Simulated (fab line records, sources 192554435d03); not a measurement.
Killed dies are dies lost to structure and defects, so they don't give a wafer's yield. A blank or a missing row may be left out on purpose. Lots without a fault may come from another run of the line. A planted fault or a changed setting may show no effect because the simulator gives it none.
Chamber matching | flow n5_finfet | N5_GATE_CUT_HM_DEP_46 on pecvd-01: 3 sister chambers
The step deposits SiO2 from TEOS/O2, target thk 130 nm, time 26.6 s. 6 wafers are shown with their chamber, then 7 later ones without.

WAFERS WITH THEIR CHAMBER
wafer  | chamber | throttle_valve_pct (%) | showerhead_plenum_p_Torr (Torr)
L086.2 | 2       | 17.1                   | 8.33
L087.2 | 2       | 17.3                   | 8.34
L087.3 | 0       | 18.4                   | 8.34
L087.6 | 1       | 18.6                   | 8.33
L088.1 | 1       | 18.5                   | 8.33
L088.3 | 0       | 18.5                   | 8.34

WAFERS WITHOUT THEIR CHAMBER
wafer  | throttle_valve_pct (%) | showerhead_plenum_p_Torr (Torr)
L088.4 | 18.5                   | 8.34
L095.1 | 18.6                   | 8.32
L095.2 | 18.2                   | 8.35
L095.4 | 18.6                   | 8.32
L096.2 | 17.2                   | 8.33
L096.4 | 18.4                   | 8.36
L096.5 | 17.0                   | 8.35

WHICH CHAMBER EACH WENT THROUGH
wafer  | from the rows above     | in truth
L088.4 | can't be placed: 0 or 1 | 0
L095.1 | 1                       | 1
L095.2 | 0                       | 0
L095.4 | 1                       | 1
L096.2 | 2                       | 2
L096.4 | 0                       | 0
L096.5 | 2                       | 2
Placed correctly: 6 of 7. Can't be placed from these rows: 1 (the true chamber is among the candidates in 1). Placed wrongly: 0.
How it was worked out, from the rows above alone: a wafer's distance from a chamber is the root of the sum, over the readings, of the square of ((its reading less the chamber's mean) divided by the reading's scatter). The wafer belongs to the nearest chamber; if the next one is less than 2 further off, it can't be placed. A chamber's mean is the mean of its shown wafers. The scatter: the root of (the sum of the squares of (reading less its chamber's mean) over the shown wafers, divided by (wafers less chambers)).
